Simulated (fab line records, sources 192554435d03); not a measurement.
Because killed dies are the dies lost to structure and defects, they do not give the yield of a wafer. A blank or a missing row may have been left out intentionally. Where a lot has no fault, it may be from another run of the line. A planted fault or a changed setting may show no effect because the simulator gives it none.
Which tool did it? / flow n5_finfet / 24 lots with 72 wafers sampled at 5 steps, on a route of 1938 steps

WHAT THE GAUGES SHOWED, per wafer
N5_ZERO_LAYER_CD_MEAS_11 targets a cd of 2000 nm. Usual: cd_nm reads 2000.1 nm (standard deviation 1.7).
lot=L074; measured=day 1 12:46; on=cd_sem-03; cd_nm (nm)=2000.8 2001.8 2000.5; flag=
lot=L075; measured=day 1 18:40; on=cd_sem-03; cd_nm (nm)=1999.4 2001.6 2001.1; flag=
lot=L076; measured=day 2 00:40; on=cd_sem-02; cd_nm (nm)=1999.6 2000.0 1999.5; flag=
lot=L077; measured=day 2 06:40; on=cd_sem-01; cd_nm (nm)=2003.2 2000.1 2001.6; flag=
lot=L078; measured=day 2 12:38; on=cd_sem-03; cd_nm (nm)=1998.0 1998.1 2000.6; flag=
lot=L079; measured=day 2 18:46; on=cd_sem-02; cd_nm (nm)=2001.9 2002.9 1997.7; flag=
lot=L080; measured=day 3 00:38; on=cd_sem-02; cd_nm (nm)=1999.1 1998.5 1997.0; flag=
lot=L081; measured=day 3 06:44; on=cd_sem-03; cd_nm (nm)=1998.7 2000.0 1998.8; flag=
lot=L082; measured=day 3 12:38; on=cd_sem-03; cd_nm (nm)=1997.8 2000.0 1998.1; flag=
lot=L083; measured=day 3 18:38; on=cd_sem-01; cd_nm (nm)=2002.3 2002.0 2002.7; flag=
lot=L084; measured=day 4 00:47; on=cd_sem-03; cd_nm (nm)=1998.5 1997.2 1997.0; flag=
lot=L085; measured=day 4 06:38; on=cd_sem-02; cd_nm (nm)=1998.8 1996.0 1999.8; flag=
lot=L086; measured=day 4 12:46; on=cd_sem-01; cd_nm (nm)=2000.8 2000.5 2001.0; flag=
lot=L087; measured=day 4 18:39; on=cd_sem-03; cd_nm (nm)=1999.4 2000.7 2002.8; flag=
lot=L088; measured=day 5 00:46; on=cd_sem-02; cd_nm (nm)=2000.7 1999.4 1999.7; flag=
lot=L089; measured=day 5 06:40; on=cd_sem-01; cd_nm (nm)=2001.5 2001.5 1999.9; flag=
lot=L090; measured=day 5 12:40; on=cd_sem-01; cd_nm (nm)=1997.2 1996.8 2000.0; flag=
lot=L091; measured=day 5 18:40; on=cd_sem-02; cd_nm (nm)=1998.7 1998.6 2000.4; flag=
lot=L092; measured=day 6 00:41; on=cd_sem-02; cd_nm (nm)=1998.3 2000.9 1998.5; flag=
lot=L093; measured=day 6 06:50; on=cd_sem-01; cd_nm (nm)=2004.4 2000.5 1998.6; flag=
lot=L094; measured=day 6 12:47; on=cd_sem-03; cd_nm (nm)=2001.4 2000.9 1997.8; flag=
lot=L095; measured=day 6 18:38; on=cd_sem-03; cd_nm (nm)=2000.1 1999.4 2002.9; flag=
lot=L096; measured=day 7 00:40; on=cd_sem-01; cd_nm (nm)=2001.0 2000.7 2001.9; flag=
lot=L097; measured=day 7 06:46; on=cd_sem-03; cd_nm (nm)=2000.4 2002.2 2001.4; flag=

N5_PMOS_HMC_CHANNEL_EPI_THK_MEAS_22. Usual: HMC_CMP_THK typically reads 53.9 nm, with standard deviation 1.
lot=L074; measured=day 1 19:44; on=film_metro-02; HMC_CMP_THK (nm)=53.8 53.8 53.7; flag=
lot=L075; measured=day 2 02:06; on=film_metro-02; HMC_CMP_THK (nm)=53.1 55.8 53.0; flag=
lot=L076; measured=day 2 08:10; on=film_metro-02; HMC_CMP_THK (nm)=53.6 52.9 53.9; flag=
lot=L077; measured=day 2 14:01; on=film_metro-02; HMC_CMP_THK (nm)=52.4 53.0 52.7; flag=
lot=L078; measured=day 2 19:36; on=film_metro-01; HMC_CMP_THK (nm)=54.4 53.8 54.8; flag=
lot=L079; measured=day 3 01:58; on=film_metro-01; HMC_CMP_THK (nm)=54.4 53.3 52.5; flag=
lot=L080; measured=day 3 08:41; on=film_metro-01; HMC_CMP_THK (nm)=55.1 54.5 55.1; flag=
lot=L081; measured=day 3 13:58; on=film_metro-02; HMC_CMP_THK (nm)=55.6 54.3 54.5; flag=
lot=L082; measured=day 3 20:25; on=film_metro-02; HMC_CMP_THK (nm)=55.8 52.7 52.2; flag=
lot=L083; measured=day 4 03:34; on=film_metro-02; HMC_CMP_THK (nm)=53.4 53.9 54.1; flag=
lot=L084; measured=day 4 08:14; on=film_metro-02; HMC_CMP_THK (nm)=52.6 52.7 53.7; flag=
lot=L085; measured=day 4 14:29; on=film_metro-01; HMC_CMP_THK (nm)=53.3 53.8 55.9; flag=
lot=L086; measured=day 4 19:35; on=film_metro-01; HMC_CMP_THK (nm)=53.8 54.2 52.4; flag=
lot=L087; measured=day 5 01:23; on=film_metro-01; HMC_CMP_THK (nm)=53.2 51.9 53.6; flag=
lot=L088; measured=day 5 07:31; on=film_metro-01; HMC_CMP_THK (nm)=53.3 52.2 52.4; flag=
lot=L089; measured=day 5 13:16; on=film_metro-02; HMC_CMP_THK (nm)=53.6 53.8 53.5; flag=
lot=L090; measured=day 5 19:44; on=film_metro-01; HMC_CMP_THK (nm)=53.5 53.7 53.6; flag=
lot=L091; measured=day 6 01:22; on=film_metro-02; HMC_CMP_THK (nm)=53.9 52.6 54.2; flag=
lot=L092; measured=day 6 07:41; on=film_metro-02; HMC_CMP_THK (nm)=53.3 53.7 54.1; flag=
lot=L093; measured=day 6 13:52; on=film_metro-02; HMC_CMP_THK (nm)=53.7 54.1 53.1; flag=
lot=L094; measured=day 6 19:40; on=film_metro-01; HMC_CMP_THK (nm)=54.1 53.9 53.9; flag=
lot=L095; measured=day 7 02:00; on=film_metro-02; HMC_CMP_THK (nm)=54.6 54.1 54.7; flag=
lot=L096; measured=day 7 07:29; on=film_metro-01; HMC_CMP_THK (nm)=54.2 53.3 53.9; flag=
lot=L097; measured=day 7 13:46; on=film_metro-01; HMC_CMP_THK (nm)=54.6 54.5 54.8; flag=

WHAT TOOL EACH LOT RAN ON (gives the tool, then ch and the chambers of the sampled wafers, and finally the start)
lot=L074; N5_ZERO_LAYER_ETCH_17=rie_diel-06 ch 0,2, day 1 12:51; N5_ZERO_LAYER_STRIP_24=plasma_asher-01 ch 0,1, day 1 13:02; N5_PMOS_HMC_CHANNEL_EPI_HM_DEP_34=pecvd-01 ch 0,1, day 1 16:52
lot=L075; N5_ZERO_LAYER_ETCH_17=rie_diel-05 ch 1,3, day 1 18:46; N5_ZERO_LAYER_STRIP_24=plasma_asher-01 ch 0,1, day 1 18:56; N5_PMOS_HMC_CHANNEL_EPI_HM_DEP_34=pecvd-04 ch 0,2, day 1 23:15
lot=L076; N5_ZERO_LAYER_ETCH_17=rie_diel-05 ch 0,1, day 2 00:57; N5_ZERO_LAYER_STRIP_24=plasma_asher-02 ch 0,1, day 2 01:08; N5_PMOS_HMC_CHANNEL_EPI_HM_DEP_34=pecvd-03 ch 0,1, day 2 05:16
lot=L077; N5_ZERO_LAYER_ETCH_17=rie_diel-06 ch 0,2,3, day 2 06:44; N5_ZERO_LAYER_STRIP_24=plasma_asher-01 ch 0,1, day 2 06:56; N5_PMOS_HMC_CHANNEL_EPI_HM_DEP_34=pecvd-03 ch 1, day 2 11:13
lot=L078; N5_ZERO_LAYER_ETCH_17=rie_diel-05 ch 1,3, day 2 12:43; N5_ZERO_LAYER_STRIP_24=plasma_asher-01 ch 0,1, day 2 12:55; N5_PMOS_HMC_CHANNEL_EPI_HM_DEP_34=pecvd-01 ch 0,2, day 2 16:58
lot=L079; N5_ZERO_LAYER_ETCH_17=rie_diel-06 ch 0,1,3, day 2 18:53; N5_ZERO_LAYER_STRIP_24=plasma_asher-01 ch 0,1, day 2 19:04; N5_PMOS_HMC_CHANNEL_EPI_HM_DEP_34=pecvd-03 ch 0,1, day 2 23:04
lot=L080; N5_ZERO_LAYER_ETCH_17=rie_diel-06 ch 0,1,3, day 3 00:43; N5_ZERO_LAYER_STRIP_24=plasma_asher-02 ch 0,1, day 3 00:55; N5_PMOS_HMC_CHANNEL_EPI_HM_DEP_34=pecvd-03 ch 1,2, day 3 05:24
lot=L081; N5_ZERO_LAYER_ETCH_17=rie_diel-06 ch 1,2,3, day 3 07:08; N5_ZERO_LAYER_STRIP_24=plasma_asher-01 ch 0,1, day 3 07:19; N5_PMOS_HMC_CHANNEL_EPI_HM_DEP_34=pecvd-04 ch 0,1,2, day 3 11:11
lot=L082; N5_ZERO_LAYER_ETCH_17=rie_diel-02 ch 1,3, day 3 12:49; N5_ZERO_LAYER_STRIP_24=plasma_asher-01 ch 0,1, day 3 12:59; N5_PMOS_HMC_CHANNEL_EPI_HM_DEP_34=pecvd-04 ch 1,2, day 3 17:15
lot=L083; N5_ZERO_LAYER_ETCH_17=rie_diel-06 ch 1,2,3, day 3 19:11; N5_ZERO_LAYER_STRIP_24=plasma_asher-01 ch 1, day 3 19:21; N5_PMOS_HMC_CHANNEL_EPI_HM_DEP_34=pecvd-04 ch 0,1, day 3 23:25
lot=L084; N5_ZERO_LAYER_ETCH_17=rie_diel-06 ch 0,1,2, day 4 01:08; N5_ZERO_LAYER_STRIP_24=plasma_asher-01 ch 0,1, day 4 01:20; N5_PMOS_HMC_CHANNEL_EPI_HM_DEP_34=pecvd-03 ch 0,1,2, day 4 05:22
lot=L085; N5_ZERO_LAYER_ETCH_17=rie_diel-02 ch 1,2,3, day 4 06:52; N5_ZERO_LAYER_STRIP_24=plasma_asher-01 ch 0,1, day 4 07:02; N5_PMOS_HMC_CHANNEL_EPI_HM_DEP_34=pecvd-03 ch 0,1,2, day 4 10:38
lot=L086; N5_ZERO_LAYER_ETCH_17=rie_diel-06 ch 0,1,2, day 4 12:53; N5_ZERO_LAYER_STRIP_24=plasma_asher-02 ch 0,1, day 4 13:04; N5_PMOS_HMC_CHANNEL_EPI_HM_DEP_34=pecvd-04 ch 1,2, day 4 16:49
lot=L087; N5_ZERO_LAYER_ETCH_17=rie_diel-06 ch 0,2,3, day 4 18:43; N5_ZERO_LAYER_STRIP_24=plasma_asher-02 ch 0,1, day 4 18:54; N5_PMOS_HMC_CHANNEL_EPI_HM_DEP_34=pecvd-01 ch 1,2, day 4 22:38
lot=L088; N5_ZERO_LAYER_ETCH_17=rie_diel-02 ch 0,2,3, day 5 00:50; N5_ZERO_LAYER_STRIP_24=plasma_asher-01 ch 0,1, day 5 01:01; N5_PMOS_HMC_CHANNEL_EPI_HM_DEP_34=pecvd-01 ch 0,2, day 5 04:43
lot=L089; N5_ZERO_LAYER_ETCH_17=rie_diel-02 ch 0,2,3, day 5 06:44; N5_ZERO_LAYER_STRIP_24=plasma_asher-02 ch 0, day 5 06:55; N5_PMOS_HMC_CHANNEL_EPI_HM_DEP_34=pecvd-03 ch 0,1, day 5 10:31
lot=L090; N5_ZERO_LAYER_ETCH_17=rie_diel-06 ch 0,1,2, day 5 13:01; N5_ZERO_LAYER_STRIP_24=plasma_asher-01 ch 0,1, day 5 13:12; N5_PMOS_HMC_CHANNEL_EPI_HM_DEP_34=pecvd-03 ch 0,1, day 5 16:58
lot=L091; N5_ZERO_LAYER_ETCH_17=rie_diel-05 ch 1,2,3, day 5 18:46; N5_ZERO_LAYER_STRIP_24=plasma_asher-01 ch 0,1, day 5 18:56; N5_PMOS_HMC_CHANNEL_EPI_HM_DEP_34=pecvd-04 ch 0,1,2, day 5 22:37
lot=L092; N5_ZERO_LAYER_ETCH_17=rie_diel-02 ch 1,2,3, day 6 00:54; N5_ZERO_LAYER_STRIP_24=plasma_asher-02 ch 0,1, day 6 01:05; N5_PMOS_HMC_CHANNEL_EPI_HM_DEP_34=pecvd-04 ch 0,1,2, day 6 05:02
lot=L093; N5_ZERO_LAYER_ETCH_17=rie_diel-02 ch 0,2,3, day 6 06:54; N5_ZERO_LAYER_STRIP_24=plasma_asher-02 ch 0,1, day 6 07:05; N5_PMOS_HMC_CHANNEL_EPI_HM_DEP_34=pecvd-01 ch 0,1, day 6 11:04
lot=L094; N5_ZERO_LAYER_ETCH_17=rie_diel-05 ch 2,3, day 6 12:52; N5_ZERO_LAYER_STRIP_24=plasma_asher-01 ch 0,1, day 6 13:02; N5_PMOS_HMC_CHANNEL_EPI_HM_DEP_34=pecvd-04 ch 1,2, day 6 16:50
lot=L095; N5_ZERO_LAYER_ETCH_17=rie_diel-06 ch 0,2, day 6 19:13; N5_ZERO_LAYER_STRIP_24=plasma_asher-02 ch 0,1, day 6 19:25; N5_PMOS_HMC_CHANNEL_EPI_HM_DEP_34=pecvd-04 ch 0,1, day 6 23:22
lot=L096; N5_ZERO_LAYER_ETCH_17=rie_diel-06 ch 2,3, day 7 00:44; N5_ZERO_LAYER_STRIP_24=plasma_asher-02 ch 0,1, day 7 00:55; N5_PMOS_HMC_CHANNEL_EPI_HM_DEP_34=pecvd-04 ch 0,1, day 7 04:44
lot=L097; N5_ZERO_LAYER_ETCH_17=rie_diel-02 ch 1,2, day 7 06:50; N5_ZERO_LAYER_STRIP_24=plasma_asher-02 ch 1, day 7 07:01; N5_PMOS_HMC_CHANNEL_EPI_HM_DEP_34=pecvd-04 ch 0,2, day 7 11:07
- N5_ZERO_LAYER_ETCH_17: etches SiO2 in CF4, target depth 12 nm, time 13.3 s.
- N5_ZERO_LAYER_STRIP_24: strips in O2.
- N5_PMOS_HMC_CHANNEL_EPI_HM_DEP_34: deposits SiO2 from TEOS/O2, target thk 36 nm, time 6.9 s.

AS READ BY THE TOOLS THEMSELVES (means over the sampled wafers that have a number; for cases with no such wafer, the mark the record gives instead)
N5_ZERO_LAYER_ETCH_17. Usual: drypump_motor_current_A 6.1 A, standard deviation 0.49; mfc_ar_sccm 100.03 sccm, standard deviation 0.27; oes_product_au 0.76 a.u., standard deviation 0.056; rf_vpp_V 948 V, standard deviation 4.4; showerhead_plenum_p_Torr 2.13 Torr, standard deviation 0.069; throttle_valve_pct 15.70 %, standard deviation 0.19.
lot=L074; tool=rie_diel-06; drypump_motor_current_A (A)=6.6; mfc_ar_sccm (sccm)=100.19; oes_product_au (a.u.)=0.73; rf_vpp_V (V)=947; showerhead_plenum_p_Torr (Torr)=2.12; throttle_valve_pct (%)=15.84; flag=
lot=L075; tool=rie_diel-05; drypump_motor_current_A (A)=5.5; mfc_ar_sccm (sccm)=100.04; oes_product_au (a.u.)=0.74; rf_vpp_V (V)=945; showerhead_plenum_p_Torr (Torr)=2.09; throttle_valve_pct (%)=15.80; flag=
lot=L076; tool=rie_diel-05; drypump_motor_current_A (A)=5.9; mfc_ar_sccm (sccm)=100.03; oes_product_au (a.u.)=0.72; rf_vpp_V (V)=949; showerhead_plenum_p_Torr (Torr)=2.16; throttle_valve_pct (%)=15.73; flag=
lot=L077; tool=rie_diel-06; drypump_motor_current_A (A)=6.3; mfc_ar_sccm (sccm)=99.71; oes_product_au (a.u.)=0.74; rf_vpp_V (V)=949; showerhead_plenum_p_Torr (Torr)=2.17; throttle_valve_pct (%)=15.81; flag=
lot=L078; tool=rie_diel-05; drypump_motor_current_A (A)=5.4; mfc_ar_sccm (sccm)=100.07; oes_product_au (a.u.)=0.75; rf_vpp_V (V)=946; showerhead_plenum_p_Torr (Torr)=2.13; throttle_valve_pct (%)=15.76; flag=
lot=L079; tool=rie_diel-06; drypump_motor_current_A (A)=5.9; mfc_ar_sccm (sccm)=100.01; oes_product_au (a.u.)=0.75; rf_vpp_V (V)=951; showerhead_plenum_p_Torr (Torr)=2.17; throttle_valve_pct (%)=15.63; flag=
lot=L080; tool=rie_diel-06; drypump_motor_current_A (A)=5.9; mfc_ar_sccm (sccm)=100.08; oes_product_au (a.u.)=0.74; rf_vpp_V (V)=951; showerhead_plenum_p_Torr (Torr)=2.17; throttle_valve_pct (%)=15.64; flag=
lot=L081; tool=rie_diel-06; drypump_motor_current_A (A)=6.0; mfc_ar_sccm (sccm)=99.88; oes_product_au (a.u.)=0.76; rf_vpp_V (V)=947; showerhead_plenum_p_Torr (Torr)=2.12; throttle_valve_pct (%)=15.65; flag=
lot=L082; tool=rie_diel-02; drypump_motor_current_A (A)=6.2; mfc_ar_sccm (sccm)=99.97; oes_product_au (a.u.)=0.80; rf_vpp_V (V)=949; showerhead_plenum_p_Torr (Torr)=2.12; throttle_valve_pct (%)=15.63; flag=
lot=L083; tool=rie_diel-06; drypump_motor_current_A (A)=6.0; mfc_ar_sccm (sccm)=99.87; oes_product_au (a.u.)=0.76; rf_vpp_V (V)=947; showerhead_plenum_p_Torr (Torr)=2.12; throttle_valve_pct (%)=15.68; flag=
lot=L084; tool=rie_diel-06; drypump_motor_current_A (A)=6.3; mfc_ar_sccm (sccm)=100.25; oes_product_au (a.u.)=0.82; rf_vpp_V (V)=948; showerhead_plenum_p_Torr (Torr)=2.11; throttle_valve_pct (%)=15.52; flag=
lot=L085; tool=rie_diel-02; drypump_motor_current_A (A)=6.0; mfc_ar_sccm (sccm)=100.16; oes_product_au (a.u.)=0.76; rf_vpp_V (V)=949; showerhead_plenum_p_Torr (Torr)=2.14; throttle_valve_pct (%)=15.67; flag=
lot=L086; tool=rie_diel-06; drypump_motor_current_A (A)=6.3; mfc_ar_sccm (sccm)=100.03; oes_product_au (a.u.)=0.83; rf_vpp_V (V)=946; showerhead_plenum_p_Torr (Torr)=2.11; throttle_valve_pct (%)=15.54; flag=
lot=L087; tool=rie_diel-06; drypump_motor_current_A (A)=6.2; mfc_ar_sccm (sccm)=100.18; oes_product_au (a.u.)=0.81; rf_vpp_V (V)=949; showerhead_plenum_p_Torr (Torr)=2.17; throttle_valve_pct (%)=15.69; flag=
lot=L088; tool=rie_diel-02; drypump_motor_current_A (A)=6.3; mfc_ar_sccm (sccm)=99.83; oes_product_au (a.u.)=0.76; rf_vpp_V (V)=948; showerhead_plenum_p_Torr (Torr)=2.11; throttle_valve_pct (%)=15.74; flag=
lot=L089; tool=rie_diel-02; drypump_motor_current_A (A)=6.4; mfc_ar_sccm (sccm)=100.00; oes_product_au (a.u.)=0.77; rf_vpp_V (V)=948; showerhead_plenum_p_Torr (Torr)=2.11; throttle_valve_pct (%)=15.76; flag=
lot=L090; tool=rie_diel-06; drypump_motor_current_A (A)=6.3; mfc_ar_sccm (sccm)=99.93; oes_product_au (a.u.)=0.81; rf_vpp_V (V)=945; showerhead_plenum_p_Torr (Torr)=2.11; throttle_valve_pct (%)=15.54; flag=
lot=L091; tool=rie_diel-05; drypump_motor_current_A (A)=5.9; mfc_ar_sccm (sccm)=100.17; oes_product_au (a.u.)=0.72; rf_vpp_V (V)=947; showerhead_plenum_p_Torr (Torr)=2.11; throttle_valve_pct (%)=15.77; flag=
lot=L092; tool=rie_diel-02; drypump_motor_current_A (A)=6.0; mfc_ar_sccm (sccm)=100.20; oes_product_au (a.u.)=0.74; rf_vpp_V (V)=949; showerhead_plenum_p_Torr (Torr)=2.13; throttle_valve_pct (%)=15.70; flag=
lot=L093; tool=rie_diel-02; drypump_motor_current_A (A)=6.3; mfc_ar_sccm (sccm)=99.99; oes_product_au (a.u.)=0.76; rf_vpp_V (V)=947; showerhead_plenum_p_Torr (Torr)=2.11; throttle_valve_pct (%)=15.75; flag=
lot=L094; tool=rie_diel-05; drypump_motor_current_A (A)=6.2; mfc_ar_sccm (sccm)=100.00; oes_product_au (a.u.)=0.72; rf_vpp_V (V)=948; showerhead_plenum_p_Torr (Torr)=2.14; throttle_valve_pct (%)=15.73; flag=
lot=L095; tool=rie_diel-06; drypump_motor_current_A (A)=6.6; mfc_ar_sccm (sccm)=99.75; oes_product_au (a.u.)=0.79; rf_vpp_V (V)=945; showerhead_plenum_p_Torr (Torr)=2.10; throttle_valve_pct (%)=15.75; flag=
lot=L096; tool=rie_diel-06; drypump_motor_current_A (A)=6.0; mfc_ar_sccm (sccm)=99.65; oes_product_au (a.u.)=0.74; rf_vpp_V (V)=950; showerhead_plenum_p_Torr (Torr)=2.17; throttle_valve_pct (%)=15.87; flag=
lot=L097; tool=rie_diel-02; drypump_motor_current_A (A)=5.8; mfc_ar_sccm (sccm)=99.98; oes_product_au (a.u.)=0.71; rf_vpp_V (V)=952; showerhead_plenum_p_Torr (Torr)=2.19; throttle_valve_pct (%)=15.69; flag=

N5_ZERO_LAYER_STRIP_24. Usual: drypump_motor_current_A 6.0 A, standard deviation 0.61; heater_power_w 335 W, standard deviation 27; oes_product_au 0.647 a.u., standard deviation 0.0045; strip_time_to_endpoint_s 43.83 s, standard deviation 0.1; temp_c 250.00 C, standard deviation 0.21.
lot=L074; tool=plasma_asher-01; drypump_motor_current_A (A)=6.2; heater_power_w (W)=327; oes_product_au (a.u.)=0.642; strip_time_to_endpoint_s (s)=43.90; temp_c (C)=250.25; flag=
lot=L075; tool=plasma_asher-01; drypump_motor_current_A (A)=6.2; heater_power_w (W)=325; oes_product_au (a.u.)=0.648; strip_time_to_endpoint_s (s)=43.86; temp_c (C)=249.92; flag=
lot=L076; tool=plasma_asher-02; drypump_motor_current_A (A)=6.4; heater_power_w (W)=352; oes_product_au (a.u.)=0.652; strip_time_to_endpoint_s (s)=43.80; temp_c (C)=249.88; flag=
lot=L077; tool=plasma_asher-01; drypump_motor_current_A (A)=6.2; heater_power_w (W)=327; oes_product_au (a.u.)=0.650; strip_time_to_endpoint_s (s)=43.79; temp_c (C)=249.79; flag=
lot=L078; tool=plasma_asher-01; drypump_motor_current_A (A)=6.2; heater_power_w (W)=322; oes_product_au (a.u.)=0.649; strip_time_to_endpoint_s (s)=43.97; temp_c (C)=249.97; flag=
lot=L079; tool=plasma_asher-01; drypump_motor_current_A (A)=6.2; heater_power_w (W)=321; oes_product_au (a.u.)=0.648; strip_time_to_endpoint_s (s)=43.89; temp_c (C)=249.84; flag=
lot=L080; tool=plasma_asher-02; drypump_motor_current_A (A)=6.0; heater_power_w (W)=362; oes_product_au (a.u.)=0.651; strip_time_to_endpoint_s (s)=43.84; temp_c (C)=250.15; flag=
lot=L081; tool=plasma_asher-01; drypump_motor_current_A (A)=5.7; heater_power_w (W)=310; oes_product_au (a.u.)=0.646; strip_time_to_endpoint_s (s)=43.80; temp_c (C)=249.81; flag=
lot=L082; tool=plasma_asher-01; drypump_motor_current_A (A)=6.2; heater_power_w (W)=322; oes_product_au (a.u.)=0.642; strip_time_to_endpoint_s (s)=43.86; temp_c (C)=249.88; flag=
lot=L083; tool=plasma_asher-01; drypump_motor_current_A (A)=6.6; heater_power_w (W)=332; oes_product_au (a.u.)=0.645; strip_time_to_endpoint_s (s)=43.83; temp_c (C)=249.99; flag=
lot=L084; tool=plasma_asher-01; drypump_motor_current_A (A)=6.2; heater_power_w (W)=320; oes_product_au (a.u.)=0.646; strip_time_to_endpoint_s (s)=43.65; temp_c (C)=250.13; flag=
lot=L085; tool=plasma_asher-01; drypump_motor_current_A (A)=6.2; heater_power_w (W)=325; oes_product_au (a.u.)=0.646; strip_time_to_endpoint_s (s)=43.88; temp_c (C)=249.88; flag=
lot=L086; tool=plasma_asher-02; drypump_motor_current_A (A)=6.3; heater_power_w (W)=361; oes_product_au (a.u.)=0.645; strip_time_to_endpoint_s (s)=43.72; temp_c (C)=249.93; flag=
lot=L087; tool=plasma_asher-02; drypump_motor_current_A (A)=6.0; heater_power_w (W)=365; oes_product_au (a.u.)=0.650; strip_time_to_endpoint_s (s)=43.68; temp_c (C)=250.09; flag=
lot=L088; tool=plasma_asher-01; drypump_motor_current_A (A)=6.2; heater_power_w (W)=323; oes_product_au (a.u.)=0.647; strip_time_to_endpoint_s (s)=43.78; temp_c (C)=250.01; flag=
lot=L089; tool=plasma_asher-02; drypump_motor_current_A (A)=5.7; heater_power_w (W)=369; oes_product_au (a.u.)=0.650; strip_time_to_endpoint_s (s)=43.80; temp_c (C)=249.83; flag=
lot=L090; tool=plasma_asher-01; drypump_motor_current_A (A)=5.7; heater_power_w (W)=311; oes_product_au (a.u.)=0.649; strip_time_to_endpoint_s (s)=43.91; temp_c (C)=249.79; flag=
lot=L091; tool=plasma_asher-01; drypump_motor_current_A (A)=5.7; heater_power_w (W)=314; oes_product_au (a.u.)=0.653; strip_time_to_endpoint_s (s)=43.91; temp_c (C)=250.01; flag=
lot=L092; tool=plasma_asher-02; drypump_motor_current_A (A)=6.0; heater_power_w (W)=364; oes_product_au (a.u.)=0.645; strip_time_to_endpoint_s (s)=43.82; temp_c (C)=250.22; flag=
lot=L093; tool=plasma_asher-02; drypump_motor_current_A (A)=6.4; heater_power_w (W)=359; oes_product_au (a.u.)=0.648; strip_time_to_endpoint_s (s)=43.82; temp_c (C)=249.96; flag=
lot=L094; tool=plasma_asher-01; drypump_motor_current_A (A)=5.7; heater_power_w (W)=310; oes_product_au (a.u.)=0.647; strip_time_to_endpoint_s (s)=43.99; temp_c (C)=250.21; flag=
lot=L095; tool=plasma_asher-02; drypump_motor_current_A (A)=6.4; heater_power_w (W)=360; oes_product_au (a.u.)=0.649; strip_time_to_endpoint_s (s)=43.88; temp_c (C)=249.91; flag=
lot=L096; tool=plasma_asher-02; drypump_motor_current_A (A)=6.0; heater_power_w (W)=360; oes_product_au (a.u.)=0.652; strip_time_to_endpoint_s (s)=43.77; temp_c (C)=249.85; flag=
lot=L097; tool=plasma_asher-02; drypump_motor_current_A (A)=6.7; heater_power_w (W)=350; oes_product_au (a.u.)=0.643; strip_time_to_endpoint_s (s)=43.58; temp_c (C)=249.92; flag=

N5_PMOS_HMC_CHANNEL_EPI_HM_DEP_34. Usual: heater_power_w 568 W, standard deviation 91; showerhead_plenum_p_Torr 8.32 Torr, standard deviation 0.038; susceptor_temp_C 400.03 C, standard deviation 0.22; throttle_valve_pct 18.9 %, standard deviation 0.85.
lot=L074; tool=pecvd-01; heater_power_w (W)=618; showerhead_plenum_p_Torr (Torr)=8.36; susceptor_temp_C (C)=400.21; throttle_valve_pct (%)=20.0; flag=
lot=L075; tool=pecvd-04; heater_power_w (W)=565; showerhead_plenum_p_Torr (Torr)=8.31; susceptor_temp_C (C)=400.41; throttle_valve_pct (%)=18.8; flag=
lot=L076; tool=pecvd-03; heater_power_w (W)=571; showerhead_plenum_p_Torr (Torr)=8.33; susceptor_temp_C (C)=400.12; throttle_valve_pct (%)=18.8; flag=
lot=L077; tool=pecvd-03; heater_power_w (W)=633; showerhead_plenum_p_Torr (Torr)=8.35; susceptor_temp_C (C)=399.99; throttle_valve_pct (%)=20.1; flag=
lot=L078; tool=pecvd-01; heater_power_w (W)=700; showerhead_plenum_p_Torr (Torr)=8.33; susceptor_temp_C (C)=400.20; throttle_valve_pct (%)=17.8; flag=
lot=L079; tool=pecvd-03; heater_power_w (W)=528; showerhead_plenum_p_Torr (Torr)=8.33; susceptor_temp_C (C)=399.90; throttle_valve_pct (%)=19.0; flag=
lot=L080; tool=pecvd-03; heater_power_w (W)=618; showerhead_plenum_p_Torr (Torr)=8.35; susceptor_temp_C (C)=399.87; throttle_valve_pct (%)=18.5; flag=
lot=L081; tool=pecvd-04; heater_power_w (W)=531; showerhead_plenum_p_Torr (Torr)=8.29; susceptor_temp_C (C)=400.04; throttle_valve_pct (%)=18.7; flag=
lot=L082; tool=pecvd-04; heater_power_w (W)=497; showerhead_plenum_p_Torr (Torr)=8.33; susceptor_temp_C (C)=400.17; throttle_valve_pct (%)=19.1; flag=
lot=L083; tool=pecvd-04; heater_power_w (W)=448; showerhead_plenum_p_Torr (Torr)=8.29; susceptor_temp_C (C)=400.06; throttle_valve_pct (%)=19.1; flag=
lot=L084; tool=pecvd-03; heater_power_w (W)=565; showerhead_plenum_p_Torr (Torr)=8.34; susceptor_temp_C (C)=400.27; throttle_valve_pct (%)=18.7; flag=
lot=L085; tool=pecvd-03; heater_power_w (W)=619; showerhead_plenum_p_Torr (Torr)=8.32; susceptor_temp_C (C)=400.09; throttle_valve_pct (%)=18.8; flag=
lot=L086; tool=pecvd-04; heater_power_w (W)=525; showerhead_plenum_p_Torr (Torr)=8.32; susceptor_temp_C (C)=400.10; throttle_valve_pct (%)=19.0; flag=
lot=L087; tool=pecvd-01; heater_power_w (W)=658; showerhead_plenum_p_Torr (Torr)=8.36; susceptor_temp_C (C)=400.10; throttle_valve_pct (%)=20.0; flag=
lot=L088; tool=pecvd-01; heater_power_w (W)=706; showerhead_plenum_p_Torr (Torr)=8.34; susceptor_temp_C (C)=399.96; throttle_valve_pct (%)=18.0; flag=
lot=L089; tool=pecvd-03; heater_power_w (W)=644; showerhead_plenum_p_Torr (Torr)=8.34; susceptor_temp_C (C)=400.04; throttle_valve_pct (%)=19.3; flag=
lot=L090; tool=pecvd-03; heater_power_w (W)=573; showerhead_plenum_p_Torr (Torr)=8.33; susceptor_temp_C (C)=399.98; throttle_valve_pct (%)=19.0; flag=
lot=L091; tool=pecvd-04; heater_power_w (W)=501; showerhead_plenum_p_Torr (Torr)=8.31; susceptor_temp_C (C)=400.06; throttle_valve_pct (%)=18.8; flag=
lot=L092; tool=pecvd-04; heater_power_w (W)=487; showerhead_plenum_p_Torr (Torr)=8.30; susceptor_temp_C (C)=399.79; throttle_valve_pct (%)=18.9; flag=
lot=L093; tool=pecvd-01; heater_power_w (W)=583; showerhead_plenum_p_Torr (Torr)=8.33; susceptor_temp_C (C)=399.99; throttle_valve_pct (%)=18.8; flag=
lot=L094; tool=pecvd-04; heater_power_w (W)=483; showerhead_plenum_p_Torr (Torr)=8.32; susceptor_temp_C (C)=399.87; throttle_valve_pct (%)=18.9; flag=
lot=L095; tool=pecvd-04; heater_power_w (W)=570; showerhead_plenum_p_Torr (Torr)=8.26; susceptor_temp_C (C)=399.94; throttle_valve_pct (%)=18.8; flag=
lot=L096; tool=pecvd-04; heater_power_w (W)=541; showerhead_plenum_p_Torr (Torr)=8.26; susceptor_temp_C (C)=399.83; throttle_valve_pct (%)=18.8; flag=
lot=L097; tool=pecvd-04; heater_power_w (W)=587; showerhead_plenum_p_Torr (Torr)=8.29; susceptor_temp_C (C)=400.30; throttle_valve_pct (%)=18.8; flag=

THE ANSWER, worked out from the rows above alone
Rule: lot off if the mean of its wafers having a number is beyond 3 standard deviations from the usual mean. Also off: a lot with no number at a reading for which 4 or more lots have one. The other lots that the step has rows for count as sound. After the gauges, taken in route order, come the tools' own readings; for these a lot's mean is taken, as printed above. At the first step where some lot is off, the reading lying furthest off is the one used; lots without a number count as furthest.
Nothing can be told from this: no lot is off at any reading shown.

WHAT WAS PUT IN BY THE SIMULATOR
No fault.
